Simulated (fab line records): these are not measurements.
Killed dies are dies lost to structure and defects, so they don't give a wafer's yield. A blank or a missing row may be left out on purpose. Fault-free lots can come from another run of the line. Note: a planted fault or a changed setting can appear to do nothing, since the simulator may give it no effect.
Which of the tools did it? / flow nand-harc / 12 lots, 36 wafers sampled, at 6 steps of a route of 1159

## WHAT THE GAUGES SHOWED, per wafer
NHARC_P_CONTACT_INSPECT_14.
lot=L593; measured=day 5 16:19; on=defect-inspect-02; raw-defect-count=5 3 3
lot=L594; measured=day 5 23:22; on=defect-inspect-02; raw-defect-count=4 5 6
lot=L596; measured=day 6 06:29; on=defect-inspect-01; raw-defect-count=3 4 5
lot=L598; measured=day 6 13:01; on=defect-inspect-01; raw-defect-count=4 6 1
lot=L597; measured=day 6 13:43; on=defect-inspect-01; raw-defect-count=3 5 3
lot=L599; measured=day 7 01:13; on=defect-inspect-01; raw-defect-count=4 5 4
lot=L600; measured=day 7 11:18; on=defect-inspect-02; raw-defect-count=10 4 8
lot=L601; measured=day 7 11:48; on=defect-inspect-01; raw-defect-count=4 6 3
lot=L603; measured=day 7 23:40; on=defect-inspect-01; raw-defect-count=2 0 1
lot=L604; measured=day 9 00:35; on=defect-inspect-01; raw-defect-count=6 6 6
lot=L608; measured=day 9 11:17; on=defect-inspect-02; raw-defect-count=4 3 4
lot=L614; measured=day 11 03:46; on=defect-inspect-02; raw-defect-count=4 936 940

NHARC_END_SORT_01.
lot=L614; measured=day 25 10:47; on=prober-02; killed-at-array=18 10 14; killed-at-other=0 0 0; killed-at-periphery=2 489 485; killed-dies=20 499 499; killed-open=2 3 3; killed-short=3 2 3

## WHICH TOOL RAN EACH LOT (tool, then ch and the chambers of the sampled wafers, then the start)
lot=L593; NHARC_P_GATE_STRIP_113=plasma-asher-02 ch 0,1, day 5 11:47; NHARC_P_CONTACT_CMP_01=cmp-02 ch 0,1,3, day 5 15:22; NHARC_P_CONTACT_STRIP_28=rie-diel-12 ch 1,2, day 5 17:20; NHARC_P_CONTACT_PVD_32=pvd-sputter-03, no start
lot=L594; NHARC_P_GATE_STRIP_113=plasma-asher-02 ch 0,1, day 5 18:11; NHARC_P_CONTACT_CMP_01=cmp-01 ch 0,1,3, day 5 22:34; NHARC_P_CONTACT_STRIP_28=rie-diel-12 ch 2,3, day 6 00:22; NHARC_P_CONTACT_PVD_32=pvd-sputter-03, no start
lot=L596; NHARC_P_GATE_STRIP_113=plasma-asher-02 ch 0,1, day 6 02:18; NHARC_P_CONTACT_CMP_01=cmp-02 ch 0,1, day 6 05:39; NHARC_P_CONTACT_STRIP_28=rie-diel-05 ch 0,2,3, day 6 07:31; NHARC_P_CONTACT_PVD_32=pvd-sputter-01, no start
lot=L598; NHARC_P_GATE_STRIP_113=plasma-asher-01 ch 0,1, day 6 08:50; NHARC_P_CONTACT_CMP_01=cmp-01 ch 1,3, day 6 12:11; NHARC_P_CONTACT_STRIP_28=rie-diel-12 ch 1,3, day 6 14:11; NHARC_P_CONTACT_PVD_32=pvd-sputter-01, no start
lot=L597; NHARC_P_GATE_STRIP_113=plasma-asher-02 ch 0,1, day 6 09:27; NHARC_P_CONTACT_CMP_01=cmp-04 ch 0,1,2, day 6 12:46; NHARC_P_CONTACT_STRIP_28=rie-diel-05 ch 0,1,2, day 6 14:45; NHARC_P_CONTACT_PVD_32=pvd-sputter-02, no start
lot=L599; NHARC_P_GATE_STRIP_113=plasma-asher-02 ch 0,1, day 6 20:36; NHARC_P_CONTACT_CMP_01=cmp-01 ch 2,3, day 7 00:18; NHARC_P_CONTACT_STRIP_28=rie-diel-03 ch 0,1, day 7 02:17; NHARC_P_CONTACT_PVD_32=pvd-sputter-03, no start
lot=L600; NHARC_P_GATE_STRIP_113=plasma-asher-01 ch 0,1, day 7 07:11; NHARC_P_CONTACT_CMP_01=cmp-02 ch 0,1, day 7 10:21; NHARC_P_CONTACT_STRIP_28=rie-diel-03 ch 1,3, day 7 12:22; NHARC_P_CONTACT_PVD_32=pvd-sputter-03, no start
lot=L601; NHARC_P_GATE_STRIP_113=plasma-asher-02 ch 0,1, day 7 07:17; NHARC_P_CONTACT_CMP_01=cmp-01 ch 0,2, day 7 10:52; NHARC_P_CONTACT_STRIP_28=rie-diel-12 ch 1,2, day 7 13:14; NHARC_P_CONTACT_PVD_32=pvd-sputter-01, no start
lot=L603; NHARC_P_GATE_STRIP_113=plasma-asher-02 ch 0,1, day 7 19:22; NHARC_P_CONTACT_CMP_01=cmp-04 ch 1,2,3, day 7 22:41; NHARC_P_CONTACT_STRIP_28=rie-diel-03 ch 0,1,3, day 8 00:40; NHARC_P_CONTACT_PVD_32=pvd-sputter-01, no start
lot=L604; NHARC_P_GATE_STRIP_113=plasma-asher-01 ch 0,1, day 8 20:25; NHARC_P_CONTACT_CMP_01=cmp-04 ch 0,1,3, day 8 23:44; NHARC_P_CONTACT_STRIP_28=rie-diel-12 ch 0,1,3, day 9 01:45; NHARC_P_CONTACT_PVD_32=pvd-sputter-03, no start
lot=L608; NHARC_P_GATE_STRIP_113=plasma-asher-02 ch 0,1, day 9 06:56; NHARC_P_CONTACT_CMP_01=cmp-01 ch 0,1, day 9 10:18; NHARC_P_CONTACT_STRIP_28=rie-diel-03 ch 1,2, day 9 12:17; NHARC_P_CONTACT_PVD_32=pvd-sputter-03, no start
lot=L614; NHARC_P_GATE_STRIP_113=plasma-asher-01 ch 0,1, day 10 23:35; NHARC_P_CONTACT_CMP_01=cmp-04 ch 0,1, day 11 02:47; NHARC_P_CONTACT_STRIP_28=rie-diel-12 ch 0,1,2, day 11 04:49; NHARC_P_CONTACT_PVD_32=pvd-sputter-03, day 25 10:47 or earlier
- NHARC_P_GATE_STRIP_113: strips in N2/H2, time 740 s.
- NHARC_P_CONTACT_CMP_01: polishes SiO2, target thk 200 nm.
- NHARC_P_CONTACT_STRIP_28: strips in O2.
- NHARC_P_CONTACT_PVD_32: deposits Ti, target thk 5 nm, time 17.7 s.

## AS READ BY THE TOOLS THEMSELVES (means over the sampled wafers that have a number; for cases with no such wafer, the mark the record gives instead)
NHARC_P_GATE_STRIP_113.
lot=L593; tool=plasma-asher-02; drypump-motor-current-A (A)=5.76; heater-power-w (W)=91
lot=L594; tool=plasma-asher-02; drypump-motor-current-A (A)=5.77; heater-power-w (W)=89
lot=L596; tool=plasma-asher-02; drypump-motor-current-A (A)=5.78; heater-power-w (W)=90
lot=L598; tool=plasma-asher-01; drypump-motor-current-A (A)=5.73; heater-power-w (W)=94
lot=L597; tool=plasma-asher-02; drypump-motor-current-A (A)=5.82; heater-power-w (W)=87
lot=L599; tool=plasma-asher-02; drypump-motor-current-A (A)=5.79; heater-power-w (W)=90
lot=L600; tool=plasma-asher-01; drypump-motor-current-A (A)=5.75; heater-power-w (W)=90
lot=L601; tool=plasma-asher-02; drypump-motor-current-A (A)=5.80; heater-power-w (W)=84
lot=L603; tool=plasma-asher-02; drypump-motor-current-A (A)=5.80; heater-power-w (W)=84
lot=L604; tool=plasma-asher-01; drypump-motor-current-A (A)=5.75; heater-power-w (W)=90
lot=L608; tool=plasma-asher-02; drypump-motor-current-A (A)=5.82; heater-power-w (W)=85
lot=L614; tool=plasma-asher-01; drypump-motor-current-A (A)=5.74; heater-power-w (W)=93

NHARC_P_CONTACT_CMP_01.
lot=L593; tool=cmp-02; motor-current-A (A)=12.1
lot=L594; tool=cmp-01; motor-current-A (A)=11.2
lot=L596; tool=cmp-02; motor-current-A (A)=13.2
lot=L598; tool=cmp-01; motor-current-A (A)=11.3
lot=L597; tool=cmp-04; motor-current-A (A)=12.4
lot=L599; tool=cmp-01; motor-current-A (A)=12.5
lot=L600; tool=cmp-02; motor-current-A (A)=12.9
lot=L601; tool=cmp-01; motor-current-A (A)=12.1
lot=L603; tool=cmp-04; motor-current-A (A)=11.4
lot=L604; tool=cmp-04; motor-current-A (A)=12.2
lot=L608; tool=cmp-01; motor-current-A (A)=10.8
lot=L614; tool=cmp-04; motor-current-A (A)=12.8

NHARC_P_CONTACT_STRIP_28.
lot=L593; tool=rie-diel-12; drypump-motor-current-A (A)=5.5; oes-product-au (a.u.)=0.994; rf-vpp-V (V)=57.3; showerhead-plenum-p-Torr (Torr)=3.52; throttle-valve-pct (%)=17.034
lot=L594; tool=rie-diel-12; drypump-motor-current-A (A)=5.8; oes-product-au (a.u.)=0.994; rf-vpp-V (V)=58.3; showerhead-plenum-p-Torr (Torr)=3.62; throttle-valve-pct (%)=17.040
lot=L596; tool=rie-diel-05; drypump-motor-current-A (A)=5.6; oes-product-au (a.u.)=0.997; rf-vpp-V (V)=56.4; showerhead-plenum-p-Torr (Torr)=3.39; throttle-valve-pct (%)=17.022
lot=L598; tool=rie-diel-12; drypump-motor-current-A (A)=5.1; oes-product-au (a.u.)=0.996; rf-vpp-V (V)=57.5; showerhead-plenum-p-Torr (Torr)=3.42; throttle-valve-pct (%)=17.023
lot=L597; tool=rie-diel-05; drypump-motor-current-A (A)=5.6; oes-product-au (a.u.)=0.985; rf-vpp-V (V)=56.9; showerhead-plenum-p-Torr (Torr)=3.42; throttle-valve-pct (%)=17.034
lot=L599; tool=rie-diel-03; drypump-motor-current-A (A)=5.4; oes-product-au (a.u.)=1.017; rf-vpp-V (V)=57.5; showerhead-plenum-p-Torr (Torr)=3.38; throttle-valve-pct (%)=17.032
lot=L600; tool=rie-diel-03; drypump-motor-current-A (A)=5.6; oes-product-au (a.u.)=1.016; rf-vpp-V (V)=58.0; showerhead-plenum-p-Torr (Torr)=3.60; throttle-valve-pct (%)=17.045
lot=L601; tool=rie-diel-12; drypump-motor-current-A (A)=5.5; oes-product-au (a.u.)=0.993; rf-vpp-V (V)=58.3; showerhead-plenum-p-Torr (Torr)=3.52; throttle-valve-pct (%)=17.029
lot=L603; tool=rie-diel-03; drypump-motor-current-A (A)=5.5; oes-product-au (a.u.)=1.005; rf-vpp-V (V)=58.1; showerhead-plenum-p-Torr (Torr)=3.47; throttle-valve-pct (%)=17.029
lot=L604; tool=rie-diel-12; drypump-motor-current-A (A)=5.3; oes-product-au (a.u.)=0.998; rf-vpp-V (V)=56.7; showerhead-plenum-p-Torr (Torr)=3.38; throttle-valve-pct (%)=17.038
lot=L608; tool=rie-diel-03; drypump-motor-current-A (A)=5.7; oes-product-au (a.u.)=1.007; rf-vpp-V (V)=56.8; showerhead-plenum-p-Torr (Torr)=3.48; throttle-valve-pct (%)=17.044
lot=L614; tool=rie-diel-12; drypump-motor-current-A (A)=5.7; oes-product-au (a.u.)=1.007; rf-vpp-V (V)=58.1; showerhead-plenum-p-Torr (Torr)=3.48; throttle-valve-pct (%)=17.038

NHARC_P_CONTACT_PVD_32.
lot=L593; tool=pvd-sputter-03; throttle-valve-pct (%)=30.2
lot=L594; tool=pvd-sputter-03; throttle-valve-pct (%)=30.2
lot=L596; tool=pvd-sputter-01; throttle-valve-pct (%)=30.6
lot=L598; tool=pvd-sputter-01; throttle-valve-pct (%)=30.1
lot=L597; tool=pvd-sputter-02; throttle-valve-pct (%)=29.7
lot=L599; tool=pvd-sputter-03; throttle-valve-pct (%)=30.4
lot=L600; tool=pvd-sputter-03; throttle-valve-pct (%)=30.1
lot=L601; tool=pvd-sputter-01; throttle-valve-pct (%)=30.3
lot=L603; tool=pvd-sputter-01; throttle-valve-pct (%)=30.8
lot=L604; tool=pvd-sputter-03; throttle-valve-pct (%)=30.3
lot=L608; tool=pvd-sputter-03; throttle-valve-pct (%)=30.2
lot=L614; tool=pvd-sputter-03; throttle-valve-pct (%)=29.9

## THE ANSWER, worked out from the rows above alone
Rule: usual is defined by the lots themselves. The widest of any qualifying gaps counts: lots, ordered by their means at a reading, are off when they make up no more than a third of the lots, leave a main group of 4 or more, and stand apart from it by 3 or more times the standard deviation of that group's means. If all means in a main group match to the digits the tables above print for the reading, that group is not used. Also off: a lot with no number at a reading for which 4 or more lots have one. The other lots that the step has rows for count as sound. The gauges are gone through in route order, then the tools' own readings, and for those a lot's mean is taken as printed above. At the first step where some lot is off, the reading lying furthest off is the one used; lots without a number count as furthest.
Off: L614 (NHARC_P_CONTACT_INSPECT_14, raw-defect-count). The main group has a mean of 4.2 with a standard deviation of 1.5.
A tool fits if, at a process step before that reading, it ran every lot that is off, and no sound lot after the first of them. Gauges at NHARC_P_CONTACT_INSPECT_14: tried the same way as those tools. Can't be told from this: 3 tools fit, plasma-asher-01 at NHARC_P_GATE_STRIP_113, cmp-04 at NHARC_P_CONTACT_CMP_01, defect-inspect-02 at NHARC_P_CONTACT_INSPECT_14.

## WHAT THE SIMULATOR HAD PUT IN
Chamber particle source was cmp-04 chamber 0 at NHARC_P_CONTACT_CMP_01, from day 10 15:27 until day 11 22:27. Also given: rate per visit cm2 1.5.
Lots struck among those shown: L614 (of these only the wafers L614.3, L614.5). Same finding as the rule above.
